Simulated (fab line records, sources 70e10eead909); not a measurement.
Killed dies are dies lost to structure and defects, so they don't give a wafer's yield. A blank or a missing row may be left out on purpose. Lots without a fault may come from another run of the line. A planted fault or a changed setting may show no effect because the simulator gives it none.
fab line records | flow nand_harc
record lots=13 wafers=39 last_day=33
route steps=1302 shown A_ONON_D2@559 A_CHANNEL_HOLE_D2@570 END@1302
lots that met no fault: from a run of the same line without faults
start_h: hours from the record's first day to the start of the lot's first wafer shown | wait_h: hours since the lot's step before | " the same as in the row above | L1.1+2: a row that stands for several wafers | - no value, or no start given | * or withheld: withheld | < > ~ a bound
route shown NAME@n: a module of which the file shows steps, and the number in the route of the first | usual: mean/standard deviation of fault-free wafers | same: alike in all rows | chamber/n: place in a boat | sites: the reading at each site | _std_site: their standard deviation | _edge_site: outer sites' mean less inner sites' | radius_mm: how far each site lies from the wafer's centre | mask NAME#n: copy n | behind: the tool/chamber that last shaped the wafer | hold: why the lot was held/for how many hours/how that ended | device: the transistor (n, p or np) that didn't switch | end of line: the same wafers' tests at the end of the route | a step without rows: its recipe alone | killed: dies lost to structure and defects at the first sort, not the wafer's yield | map: a wafer's dies, x killed, . not, _ none there
set.NAME: the setting as run; set.NAME@STEP: as run at that earlier step | model.NAME: the simulator's own value behind a step, which no gauge read
steps of the route over a sample of lots; a table a step, a row a wafer
services: from which hour (start_h, from the record's first day; less than 0 if before it) a tool's chamber was out of use, for how many hours, and why
## steps
# step NHARC_A_ONON_D2_THK_MEAS_21
# recipe thk_meas_gauge=ellipsometry
# usual thk_nm=1000/10
# columns lot.wafer tool chamber start_h wait_h thk_nm
L350.3 film_metro-02 - 283.18 - 990
L350.4 " - " " 990
L350.5 " - " " 990
L351.1 film_metro-01 - 295.03 - 997
L351.3 " - " " 998
L351.5 " - " " 997
L352.1 film_metro-02 - 295.04 - 1005
L352.4 " - " " 1006
L352.5 " - " " 1005
L354.1 film_metro-01 - 316.16 - 998
L354.2 " - " " 997
L354.5 " - " " 997
L353.1 film_metro-02 - 316.16 - 1008
L353.2 " - " " 1009
L353.5 " - " " 1009
L355.1 film_metro-01 - 335.92 - 1002
L355.3 " - " " 1000
L355.5 " - " " 1002
L356.4 film_metro-02 - 341.63 - 1005
L356.5 " - " " 1007
L356.6 " - " " 1006
L358.1 film_metro-01 - 372.31 - 1020
L358.2 " - " " 1023
L358.4 " - " " 1019
L360.2 film_metro-02 - 399.15 - 998
L360.5 " - " " 1000
L360.6 " - " " 1000
L364.2 film_metro-01 - 442.35 - 993
L364.3 " - " " 992
L364.6 " - " " 992
L365.2 film_metro-02 - 442.36 - 1012
L365.4 " - " " 1013
L365.6 " - " " 1013
L366.1 film_metro-01 - 442.36 - 1013
L366.2 " - " " 1015
L366.3 " - " " 1014
L372.1 film_metro-02 - 514.23 - 1002
L372.2 " - " " 1001
L372.5 " - " " 1003
# step NHARC_A_CHANNEL_HOLE_D2_DEP_00
# recipe target_thk_a=31000 temp_c=400 material=aC
# usual susceptor_temp_C=400.01/0.21 throttle_valve_pct=34.999/0.0092
# columns lot.wafer tool chamber start_h wait_h susceptor_temp_C throttle_valve_pct
L350.3 acl_dep-02 0 288.27 2.9 399.93 35.010
L350.4 " 0 " " 399.98 35.015
L350.5 " 0 " " 399.58 35.010
L351.1 acl_dep-01 0 298.92 1.7 400.01 34.985
L351.3 " 0 " " 400.10 34.993
L351.5 " 0 " " 400.26 34.992
L352.1 acl_dep-03 0 299.16 1.9 - 35.000
L352.4 " 0 " " - 35.000
L352.5 " 0 " " - 34.993
L354.1 acl_dep-01 0 319.01 0.6 400.18 35.024
L354.2 " 0 " " 400.23 34.999
L354.5 " 0 " " 400.05 35.007
L353.1 acl_dep-03 0 320.30 1.6 399.52 34.994
L353.2 " 0 " " 399.98 35.005
L353.5 " 0 " " 399.62 35.012
L355.1 acl_dep-02 0 341.11 3.0 399.99 35.000
L355.3 " 0 " " 400.15 34.991
L355.5 " 0 " " 400.01 35.000
L356.4 acl_dep-03 0 345.23 1.4 400.32 35.003
L356.5 " 0 " " 400.27 34.994
L356.6 " 0 " " 400.14 35.003
L358.1 acl_dep-01 0 388.07 0.1 - 34.997
L358.2 " 0 " " - 34.985
L358.4 " 0 " " - 35.008
L360.2 acl_dep-01 0 403.66 2.3 399.40 34.979
L360.5 " 0 " " 400.04 34.990
L360.6 " 0 " " 399.93 35.010
L365.2 acl_dep-02 0 445.30 0.4 - 35.010
L365.4 " 0 " " - 35.010
L365.6 " 0 " " - 35.002
L364.2 acl_dep-03 0 445.33 0.4 - 34.997
L364.3 " 0 " " - 34.990
L364.6 " 0 " " - 34.982
L366.1 acl_dep-02 0 446.86 1.7 - 34.999
L366.2 " 0 " " - 35.006
L366.3 " 0 " " - 34.997
L372.1 acl_dep-03 0 517.77 1.3 - 35.010
L372.2 " 0 " " - 34.993
L372.5 " 0 " " - 35.003
# step NHARC_A_CHANNEL_HOLE_D2_DEP_01
# recipe target_thk_a=1400 target_thk_nm=140 temp_c=400 pressure_torr=3.5 flow_sccm=200 rf_w=350 material=SiON
# usual heater_power_w=766/90 susceptor_temp_C=400.02/0.22
# columns lot.wafer tool chamber start_h wait_h heater_power_w susceptor_temp_C
L350.3 pecvd-02 0 289.64 1.1 765 400.37
L350.4 " 1 " " 822 400.14
L350.5 " 2 " " 590 399.94
L351.3 pecvd-04 2 300.84 1.0 962 399.84
L351.1 " 1 " " 748 400.37
L351.5 " 0 " " 665 399.79
L352.1 pecvd-02 1 301.11 1.6 846 399.72
L352.4 " 2 " " 657 400.30
L352.5 " 1 " " 875 399.68
L354.2 pecvd-02 2 320.99 1.3 673 399.84
L354.1 " 0 " " 832 399.94
L354.5 " 0 " " 816 399.73
L353.1 pecvd-02 2 322.23 1.6 693 399.93
L353.2 " 1 " " 777 399.93
L353.5 " 0 " " 718 400.33
L355.3 pecvd-04 1 343.05 1.0 698 399.96
L355.1 " 0 " " 676 399.69
L355.5 " 2 " " 940 400.15
L356.4 pecvd-01 1 346.31 0.8 700 400.23
L356.6 " 2 " " 715 400.35
L356.5 " 0 " " 757 399.91
L358.1 pecvd-04 0 389.99 1.6 791 400.20
L358.2 " 2 " " 900 400.07
L358.4 " 1 " " 663 400.25
L360.2 pecvd-01 0 405.32 1.3 650 399.86
L360.5 " 1 " " 744 400.27
L360.6 " 0 " " 663 400.18
L365.2 pecvd-04 2 447.01 1.4 934 400.27
L365.4 " 1 " " 776 399.45
L365.6 " 2 " " 925 400.12
L364.2 pecvd-02 2 447.08 1.4 631 400.03
L364.3 " 1 " " 799 400.05
L364.6 " 0 " " 826 399.98
L366.1 pecvd-02 1 448.76 1.6 860 399.87
L366.2 " 2 " " 590 400.23
L366.3 " 0 " " 801 400.42
L372.1 pecvd-04 0 519.71 1.6 675 399.57
L372.2 " 1 " " 758 399.76
L372.5 " 2 " " 923 400.08
# step NHARC_A_CHANNEL_HOLE_D2_SOFTBAKE_05
# recipe temp_c=105 time_s=55
# usual heater_power_total_W=188.44/0.14 resist_line_temp_C=22.99/0.11
# columns lot.wafer tool chamber start_h wait_h heater_power_total_W resist_line_temp_C
L350.3 litho_track-01 0 289 - 188.32 22.96
L350.4 " 0 " " 188.38 22.98
L350.5 " 0 " " 188.54 23.11
L351.1 litho_track-06 0 301 - 188.43 22.91
L351.3 " 0 " " 188.71 22.91
L351.5 " 0 " " 188.32 22.91
L352.1 litho_track-04 0 301 - 188.32 22.88
L352.4 " 0 " " 188.34 22.82
L352.5 " 0 " " 188.54 22.95
L354.1 litho_track-04 0 321 - 188.40 23.01
L354.2 " 0 " " 188.34 22.95
L354.5 " 0 " " 188.45 23.02
L353.1 litho_track-01 0 322 - 188.70 22.86
L353.2 " 0 " " 188.27 23.04
L353.5 " 0 " " 188.31 22.69
L355.1 litho_track-06 0 343 - 188.41 22.96
L355.3 " 0 " " 188.35 23.07
L355.5 " 0 " " 188.50 23.05
L356.4 litho_track-01 0 346 - 188.54 23.11
L356.5 " 0 " " 188.41 22.94
L356.6 " 0 " " 188.72 22.94
L358.1 litho_track-06 0 390 - 188.37 23.13
L358.2 " 0 " " 188.41 23.05
L358.4 " 0 " " 188.30 23.07
L360.2 litho_track-01 0 405 - 188.38 23.03
L360.5 " 0 " " 188.41 22.93
L360.6 " 0 " " 188.51 22.83
L365.2 litho_track-01 0 447 - 188.45 22.95
L365.4 " 0 " " 188.39 23.17
L365.6 " 0 " " 188.49 23.10
L364.2 litho_track-04 0 447 - 323.32 22.75
L364.3 " 0 " " 323.03 22.85
L364.6 " 0 " " 322.96 22.92
L366.1 litho_track-04 0 449 - 323.32 22.98
L366.2 " 0 " " 323.16 23.04
L366.3 " 0 " " 322.92 22.99
L372.1 litho_track-01 0 519 - 188.57 23.02
L372.2 " 0 " " 188.34 23.01
L372.5 " 0 " " 188.36 23.09
# step NHARC_END_SORT_01
# recipe temp_c=25
# usual killed_at_array=59/19 killed_at_other=1.0/1.1 killed_at_periphery=3.8/2.4 killed_dies=64/19 killed_open=3.3/2 killed_short=2.4/1.6
# same gross_dies=677
# columns lot.wafer tool chamber start_h wait_h killed_at_array killed_at_other killed_at_periphery killed_dies killed_open killed_short
L352.1 prober-01 0 571.38 2.5 54 0 2 56 2 2
L352.4 prober-01 0 573.75 3.4 67 0 4 71 5 5
L352.5 prober-01 0 574.54 3.7 51 0 5 56 4 3
L350.3 prober-02 0 572.97 3.1 66 1 2 69 5 2
L350.4 prober-02 0 573.76 3.4 77 1 3 81 6 5
L350.5 prober-02 0 574.56 3.7 64 2 3 69 2 2
L351.1 prober-01 0 579.16 2.5 63 2 2 67 3 2
L351.3 prober-01 0 580.74 3.1 60 3 2 65 6 2
L351.5 prober-01 0 582.32 3.7 59 0 4 63 1 5
L353.1 prober-02 0 591.00 2.5 75 0 7 82 6 1
L353.2 prober-02 0 591.80 2.8 101 1 1 103 3 3
L353.5 prober-02 0 594.20 3.7 82 0 2 84 3 3
L354.1 prober-01 0 602.80 2.5 39 0 8 47 2 1
L354.2 prober-01 0 603.60 2.8 48 0 5 53 3 3
L354.5 prober-01 0 606.01 3.7 66 0 3 69 2 5
L355.1 prober-01 0 619.04 2.5 80 1 3 84 3 3
L355.3 prober-01 0 620.64 3.1 63 0 5 68 1 2
L355.5 prober-01 0 622.23 3.7 82 1 6 89 3 4
L356.4 prober-02 0 621.47 3.4 78 1 4 83 3 3
L356.5 prober-02 0 622.27 3.7 67 2 3 72 2 1
L356.6 prober-02 0 623.06 4.0 77 1 4 82 5 0
L360.2 prober-02 0 678.42 2.8 48 2 8 58 3 3
L360.5 prober-02 0 680.76 3.6 54 2 4 60 2 3
L360.6 prober-02 0 681.54 3.9 57 1 6 64 1 3
L358.1 prober-02 0 685.39 2.6 41 2 9 52 3 2
L358.2 prober-02 0 686.20 2.8 49 1 9 59 4 3
L358.4 prober-02 0 687.80 3.4 53 0 7 60 3 4
L364.2 prober-01 0 719.32 2.8 57 3 4 64 10 3
L364.3 prober-01 0 720.11 3.1 56 2 0 58 4 0
L364.6 prober-01 0 722.51 4.0 53 3 2 58 5 0
L366.1 prober-01 0 728.37 2.5 41 1 3 45 3 5
L366.2 prober-01 0 729.17 2.8 36 0 5 41 3 3
L366.3 prober-01 0 729.97 3.1 41 0 6 47 7 1
L365.2 prober-02 0 729.17 2.8 71 0 5 76 3 4
L365.4 prober-02 0 730.76 3.4 79 0 3 82 4 3
L365.6 prober-02 0 732.35 4.0 76 0 4 80 6 3
L372.1 prober-01 0 786.70 2.5 79 2 0 81 2 1
L372.2 prober-01 0 787.51 2.8 78 2 3 83 4 3
L372.5 prober-01 0 789.95 3.7 59 0 4 63 2 1
# killed by level:class
L352.1 A_CHANNEL_HOLE_D1:chamber_film_flake=36 A_STAIRCASE:chamber_film_flake=7 A_CHANNEL_HOLE_D2:chamber_film_flake=4 A_CONTACT:chamber_film_flake=2 P_STI:geometric_particle:short=1 A_DECK1_JOINT:geometric_particle:short=1 A_CHANNEL_FILL_D2:geometric_particle:open=1 A_M0:geometric_particle:open=1
L350.3 A_CHANNEL_HOLE_D1:chamber_film_flake=31 A_SLIT:chamber_film_flake=19 A_CHANNEL_HOLE_D2:chamber_film_flake=3 A_WL_FILL:chamber_film_flake=3 A_CONTACT:chamber_film_flake=2 P_CONTACT:geometric_particle:open=1 A_DECK1_JOINT:geometric_particle:open=1 A_DECK1_JOINT:geometric_particle:short=1
L352.4 A_CHANNEL_HOLE_D1:chamber_film_flake=38 A_CHANNEL_HOLE_D2:chamber_film_flake=11 A_STAIRCASE:chamber_film_flake=5 A_M0:geometric_particle:open=2 P_BONDPAD:chamber_film_flake=2 A_CHANNEL_FILL_D1:chamber_film_flake=2 A_CONTACT:chamber_film_flake=2 P_CONTACT:geometric_particle:open=1
L350.4 A_CHANNEL_HOLE_D1:chamber_film_flake=33 A_SLIT:chamber_film_flake=18 A_CHANNEL_HOLE_D2:chamber_film_flake=4 A_STAIRCASE:chamber_film_flake=4 A_WL_FILL:chamber_film_flake=3 A_CONTACT:chamber_film_flake=3 A_ONON_D2:geometric_particle:open=2 A_CHANNEL_FILL_D2:geometric_particle:short=2
L352.5 A_CHANNEL_HOLE_D1:chamber_film_flake=29 A_CHANNEL_HOLE_D2:chamber_film_flake=9 A_STAIRCASE:chamber_film_flake=7 P_GATE:geometric_particle:open=1 P_M1:geometric_particle:open=1 P_M2:geometric_particle:open=1 A_ONON_D1:geometric_particle:short=1 A_CHANNEL_HOLE_D1:geometric_particle:open=1
L350.5 A_CHANNEL_HOLE_D1:chamber_film_flake=29 A_SLIT:chamber_film_flake=14 A_CHANNEL_HOLE_D2:chamber_film_flake=9 A_WL_FILL:chamber_film_flake=3 A_CHANNEL_FILL_D2:geometric_particle:short=2 P_BONDPAD:chamber_film_flake=2 A_STAIRCASE:chamber_film_flake=2 A_CONTACT:chamber_film_flake=2
L351.1 A_CHANNEL_HOLE_D2:chamber_film_flake=33 A_SLIT:chamber_film_flake=18 A_CONTACT:chamber_film_flake=3 A_M1:chamber_film_flake=2 THIN_TSV:chamber_film_flake=2 P_GATE:geometric_particle:short=1 P_M0:geometric_particle:open=1 A_CHANNEL_HOLE_D1:geometric_particle:short=1
L351.3 A_CHANNEL_HOLE_D2:chamber_film_flake=27 A_SLIT:chamber_film_flake=15 A_CHANNEL_HOLE_D1:chamber_film_flake=4 THIN_TSV:chamber_film_flake=3 A_CHANNEL_FILL_D1:geometric_particle:open=2 A_DECK1_JOINT:chamber_film_flake=2 A_CONTACT:chamber_film_flake=2 A_M1:chamber_film_flake=2
L351.5 A_CHANNEL_HOLE_D2:chamber_film_flake=30 A_SLIT:chamber_film_flake=19 A_CHANNEL_FILL_D2:geometric_particle:short=2 P_GATE:chamber_film_flake=2 A_M1:chamber_film_flake=2 A_CHANNEL_FILL_D1:geometric_particle:open=1 A_CHANNEL_FILL_D1:geometric_particle:short=1 A_DECK1_JOINT:geometric_particle:short=1
L353.1 A_CHANNEL_HOLE_D1:chamber_film_flake=23 A_CHANNEL_HOLE_D2:chamber_film_flake=21 A_SLIT:chamber_film_flake=13 A_SGD_CUT:chamber_film_flake=6 A_CONTACT:chamber_film_flake=5 A_CHANNEL_FILL_D1:chamber_film_flake=4 P_STI:chamber_film_flake=3 P_GATE:geometric_particle:open=2
L353.2 A_CHANNEL_HOLE_D2:chamber_film_flake=32 A_CHANNEL_HOLE_D1:chamber_film_flake=31 A_SLIT:chamber_film_flake=20 A_CONTACT:chamber_film_flake=6 A_SGD_CUT:chamber_film_flake=3 A_CHANNEL_FILL_D1:geometric_particle:open=2 A_DECK1_JOINT:geometric_particle:short=2 A_WL_FILL:geometric_particle:short=1
L353.5 A_CHANNEL_HOLE_D1:chamber_film_flake=21 A_CHANNEL_HOLE_D2:chamber_film_flake=19 A_SLIT:chamber_film_flake=18 A_CONTACT:chamber_film_flake=8 A_SGD_CUT:chamber_film_flake=6 A_WL_FILL:geometric_particle:open=2 A_STAIRCASE:chamber_film_flake=2 A_ONON_D1:geometric_particle:short=1
L354.1 A_SLIT:chamber_film_flake=16 A_CHANNEL_HOLE_D2:chamber_film_flake=14 P_M1:chamber_film_flake=4 A_CONTACT:chamber_film_flake=2 A_BONDPAD:chamber_film_flake=2 P_GATE:geometric_particle:open=1 P_CONTACT:geometric_particle:short=1 A_ONON_D2:geometric_particle:open=1
L354.2 A_SLIT:chamber_film_flake=24 A_CHANNEL_HOLE_D2:chamber_film_flake=9 A_CONTACT:chamber_film_flake=4 P_M1:chamber_film_flake=2 A_CHANNEL_HOLE_D1:chamber_film_flake=2 A_STAIRCASE:chamber_film_flake=2 P_STI:geometric_particle:open=1 A_CHANNEL_FILL_D1:geometric_particle:open=1
L354.5 A_SLIT:chamber_film_flake=28 A_CONTACT:chamber_film_flake=14 A_CHANNEL_HOLE_D2:chamber_film_flake=7 A_CHANNEL_HOLE_D1:chamber_film_flake=4 A_BONDPAD:chamber_film_flake=4 P_STI:chamber_film_flake=3 A_ONON_D1:geometric_particle:short=1 A_DECK1_JOINT:geometric_particle:open=1
L355.1 A_CHANNEL_HOLE_D1:chamber_film_flake=34 A_CHANNEL_HOLE_D2:chamber_film_flake=33 A_STAIRCASE:chamber_film_flake=5 P_GATE:chamber_film_flake=2 A_CONTACT:chamber_film_flake=2 P_GATE:geometric_particle:open=1 A_ONON_D2:geometric_particle:short=1 A_CHANNEL_HOLE_D2:geometric_particle:short=1
L355.3 A_CHANNEL_HOLE_D2:chamber_film_flake=31 A_CHANNEL_HOLE_D1:chamber_film_flake=15 A_STAIRCASE:chamber_film_flake=9 P_GATE:chamber_film_flake=3 A_SLIT:chamber_film_flake=3 A_CONTACT:chamber_film_flake=2 P_CONTACT:geometric_particle:open=1 A_WL_FILL:geometric_particle:short=1
L356.4 A_SLIT:chamber_film_flake=28 A_CHANNEL_HOLE_D1:chamber_film_flake=27 A_CHANNEL_HOLE_D2:chamber_film_flake=12 A_CONTACT:chamber_film_flake=6 P_STI:geometric_particle:short=1 P_CONTACT:geometric_particle:open=1 A_CHANNEL_FILL_D1:geometric_particle:short=1 A_CHANNEL_FILL_D1:geometric_particle:open=1
L355.5 A_CHANNEL_HOLE_D1:chamber_film_flake=37 A_CHANNEL_HOLE_D2:chamber_film_flake=31 A_STAIRCASE:chamber_film_flake=4 P_GATE:chamber_film_flake=3 A_CONTACT:chamber_film_flake=3 P_GATE:geometric_particle:short=1 P_CONTACT:geometric_particle:open=1 A_CHANNEL_HOLE_D2:geometric_particle:short=1
L356.5 A_CHANNEL_HOLE_D1:chamber_film_flake=28 A_SLIT:chamber_film_flake=26 A_CHANNEL_HOLE_D2:chamber_film_flake=7 THIN_TSV:chamber_film_flake=2 P_CONTACT:geometric_particle:open=1 A_ONON_D2:geometric_particle:short=1 A_CHANNEL_FILL_D2:geometric_particle:open=1 P_M0:chamber_film_flake=1
L356.6 A_CHANNEL_HOLE_D1:chamber_film_flake=32 A_SLIT:chamber_film_flake=31 A_CHANNEL_HOLE_D2:chamber_film_flake=7 A_CONTACT:chamber_film_flake=3 A_M0:geometric_particle:open=2 P_BONDPAD:chamber_film_flake=2 P_GATE:geometric_particle:open=1 A_ONON_D1:geometric_particle:open=1
L360.2 A_CHANNEL_HOLE_D1:chamber_film_flake=31 A_CHANNEL_HOLE_D2:chamber_film_flake=5 P_GATE:chamber_film_flake=3 A_SLIT:chamber_film_flake=3 A_CONTACT:chamber_film_flake=3 P_ZERO_WELL:chamber_film_flake=2 P_M0:geometric_particle:short=1 P_M2:geometric_particle:open=1
L360.5 A_CHANNEL_HOLE_D1:chamber_film_flake=38 A_STAIRCASE:chamber_film_flake=5 A_CHANNEL_HOLE_D2:chamber_film_flake=3 A_CONTACT:chamber_film_flake=3 A_CHANNEL_HOLE_D1:geometric_particle:short=2 P_CONTACT:chamber_film_flake=2 P_M1:geometric_particle:open=1 A_ONON_D2:geometric_particle:short=1
L360.6 A_CHANNEL_HOLE_D1:chamber_film_flake=41 A_CONTACT:chamber_film_flake=4 A_M0:chamber_film_flake=3 P_CONTACT:chamber_film_flake=2 A_CHANNEL_HOLE_D2:chamber_film_flake=2 P_M0:geometric_particle:short=1 A_ONON_D1:geometric_particle:open=1 A_CHANNEL_HOLE_D2:geometric_particle:short=1
L358.1 A_SLIT:chamber_film_flake=20 A_CONTACT:chamber_film_flake=5 A_CHANNEL_HOLE_D1:chamber_film_flake=4 A_STAIRCASE:chamber_film_flake=3 P_M0:chamber_film_flake=3 P_M2:chamber_film_flake=3 A_ZERO_WELL:chamber_film_flake=2 A_CHANNEL_HOLE_D2:unspecified=2
L358.2 A_SLIT:chamber_film_flake=33 P_M2:chamber_film_flake=4 A_CHANNEL_HOLE_D1:chamber_film_flake=4 A_CHANNEL_HOLE_D2:unspecified=3 P_M0:geometric_particle:open=2 A_STAIRCASE:chamber_film_flake=2 A_CONTACT:chamber_film_flake=2 P_CONTACT:geometric_particle:open=1
L358.4 A_SLIT:chamber_film_flake=36 A_CHANNEL_HOLE_D1:chamber_film_flake=6 P_M0:chamber_film_flake=2 A_CONTACT:chamber_film_flake=2 P_M0:geometric_particle:short=1 A_ONON_D1:geometric_particle:short=1 A_DECK1_JOINT:geometric_particle:open=1 A_CHANNEL_HOLE_D2:geometric_particle:short=1
L364.2 A_SLIT:chamber_film_flake=23 A_CHANNEL_HOLE_D2:chamber_film_flake=13 A_CHANNEL_HOLE_D1:chamber_film_flake=9 A_WL_FILL:geometric_particle:short=2 THIN_TSV:chamber_film_flake=2 P_GATE:geometric_particle:open=1 P_CONTACT:geometric_particle:open=1 P_M0:geometric_particle:open=1
L364.3 A_SLIT:chamber_film_flake=27 A_CHANNEL_HOLE_D2:chamber_film_flake=14 A_CHANNEL_HOLE_D1:chamber_film_flake=8 THIN_TSV:chamber_film_flake=2 A_CHANNEL_HOLE_D1:geometric_particle:open=1 A_CHANNEL_FILL_D2:geometric_particle:open=1 A_SGD_CUT:geometric_particle:open=1 A_CONTACT:geometric_particle:open=1
L364.6 A_SLIT:chamber_film_flake=26 A_CHANNEL_HOLE_D2:chamber_film_flake=15 A_CHANNEL_HOLE_D1:chamber_film_flake=8 THIN_TSV:chamber_film_flake=3 A_M0:geometric_particle:open=2 P_GATE:geometric_particle:open=1 P_M0:geometric_particle:open=1 A_WL_FILL:geometric_particle:open=1
L366.1 A_CHANNEL_HOLE_D1:chamber_film_flake=13 A_CONTACT:chamber_film_flake=6 A_CHANNEL_HOLE_D2:chamber_film_flake=5 A_SLIT:chamber_film_flake=4 A_CHANNEL_HOLE_D2:geometric_particle:short=3 A_WL_FILL:chamber_film_flake=3 P_ZERO_WELL:chamber_film_flake=2 A_SGD_CUT:chamber_film_flake=2
L365.2 A_CHANNEL_HOLE_D1:chamber_film_flake=30 A_SLIT:chamber_film_flake=21 A_DECK1_JOINT:chamber_film_flake=4 A_CHANNEL_FILL_D1:chamber_film_flake=3 P_ZERO_WELL:chamber_film_flake=2 A_CHANNEL_FILL_D2:chamber_film_flake=2 A_STAIRCASE:chamber_film_flake=2 A_WL_FILL:chamber_film_flake=2
L366.2 A_CHANNEL_HOLE_D1:chamber_film_flake=12 A_CONTACT:chamber_film_flake=10 A_SLIT:chamber_film_flake=3 A_CHANNEL_FILL_D1:chamber_film_flake=3 A_CHANNEL_HOLE_D2:chamber_film_flake=3 P_STI:chamber_film_flake=2 P_GATE:geometric_particle:short=1 P_CONTACT:geometric_particle:open=1
L366.3 A_CHANNEL_HOLE_D1:chamber_film_flake=7 A_CHANNEL_HOLE_D2:chamber_film_flake=6 A_SLIT:chamber_film_flake=6 A_CONTACT:chamber_film_flake=6 A_CHANNEL_FILL_D1:chamber_film_flake=3 A_WL_FILL:chamber_film_flake=3 P_STI:geometric_particle:open=1 P_CONTACT:geometric_particle:open=1
L365.4 A_CHANNEL_HOLE_D1:chamber_film_flake=37 A_SLIT:chamber_film_flake=31 A_CONTACT:chamber_film_flake=2 P_GATE:geometric_particle:open=1 P_BONDPAD:geometric_particle:short=1 A_ONON_D1:geometric_particle:open=1 A_CHANNEL_FILL_D1:geometric_particle:open=1 A_DECK1_JOINT:geometric_particle:open=1
L365.6 A_CHANNEL_HOLE_D1:chamber_film_flake=29 A_SLIT:chamber_film_flake=27 A_CONTACT:chamber_film_flake=4 A_DECK1_JOINT:chamber_film_flake=3 A_BLC:geometric_particle:open=2 A_STAIRCASE:chamber_film_flake=2 A_BLC:chamber_film_flake=2 P_M0:geometric_particle:open=1
L372.1 A_SLIT:chamber_film_flake=34 A_CHANNEL_HOLE_D2:chamber_film_flake=25 A_CONTACT:chamber_film_flake=7 A_CHANNEL_FILL_D2:chamber_film_flake=4 A_STAIRCASE:chamber_film_flake=3 A_M0:chamber_film_flake=3 THIN_TSV:chamber_film_flake=2 A_CHANNEL_FILL_D2:geometric_particle:open=1
L372.2 A_CHANNEL_HOLE_D2:chamber_film_flake=31 A_SLIT:chamber_film_flake=27 A_CONTACT:chamber_film_flake=7 A_STAIRCASE:chamber_film_flake=3 A_M0:chamber_film_flake=3 A_BLC:geometric_particle:open=2 THIN_TSV:chamber_film_flake=2 P_GATE:geometric_particle:short=1
L372.5 A_SLIT:chamber_film_flake=22 A_STAIRCASE:chamber_film_flake=12 A_CHANNEL_HOLE_D2:chamber_film_flake=11 A_CONTACT:chamber_film_flake=8 P_M0:chamber_film_flake=2 A_CHANNEL_FILL_D2:chamber_film_flake=2 P_M0:geometric_particle:open=1 A_DECK1_JOINT:geometric_particle:short=1
## services
# columns tool chamber start_h hours kind
pecvd-04 - 269.04 13.0 pm
acl_dep-03 - 301.04 13.0 pm
pecvd-01 - 312.39 13.0 pm
litho_track-01 - 330.00 7.0 pm
pecvd-02 - 337.71 0.7 repair
litho_track-06 - 354.00 7.0 pm
pecvd-04 - 361.43 4.7 repair
acl_dep-01 - 366.88 13.0 pm
litho_track-01 - 374.16 - consumable_replace:filter
litho_track-04 - 378.00 7.0 pm
pecvd-02 - 384.86 1.8 repair
pecvd-02 - 408.63 13.0 pm
pecvd-02 0 408.63 13.0 vent_cycle
pecvd-02 1 408.63 13.0 vent_cycle
pecvd-02 2 408.63 13.0 vent_cycle
pecvd-01 1 408.90 5.2 repair
pecvd-02 0 421.63 - clean
acl_dep-02 - 422.42 13.0 pm
pecvd-02 2 440.83 4.9 repair
pecvd-04 - 450.04 13.0 pm
acl_dep-02 - 450.93 3.9 repair
acl_dep-03 - 482.04 13.0 pm
pecvd-01 - 493.39 13.0 pm
litho_track-01 - 505.00 7.0 pm
## key
first_sign step=NHARC_A_CHANNEL_HOLE_D2_SOFTBAKE_05 reading=heater_power_total_W direction=up sigmas=99+ usual=* struck=*
effect none on later readings
met_at NHARC_A_CHANNEL_HOLE_D2_SOFTBAKE_05
struck_lots L364,L366
tester_left_out L364,L366
not_acting_at NHARC_A_ONON_D2_THK_MEAS_21,NHARC_A_CHANNEL_HOLE_D2_DEP_00,NHARC_A_CHANNEL_HOLE_D2_DEP_01
onset_between 321 447
fault kind=process_parameter_drift tool=litho_track-04 chamber=- onset_h=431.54 steps=NHARC_A_CHANNEL_HOLE_D2_SOFTBAKE_05 channel=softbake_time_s offset=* shape=step end_h=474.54 acts_in=* stated=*
# tester_left_out: of these lots the tester's yield and bins aren't shown, on N5 and GAA mostly nor the transistor test; their killed dies are dies lost to structure and defects alone, not to doping, threshold or leakage, so they don't give the yield
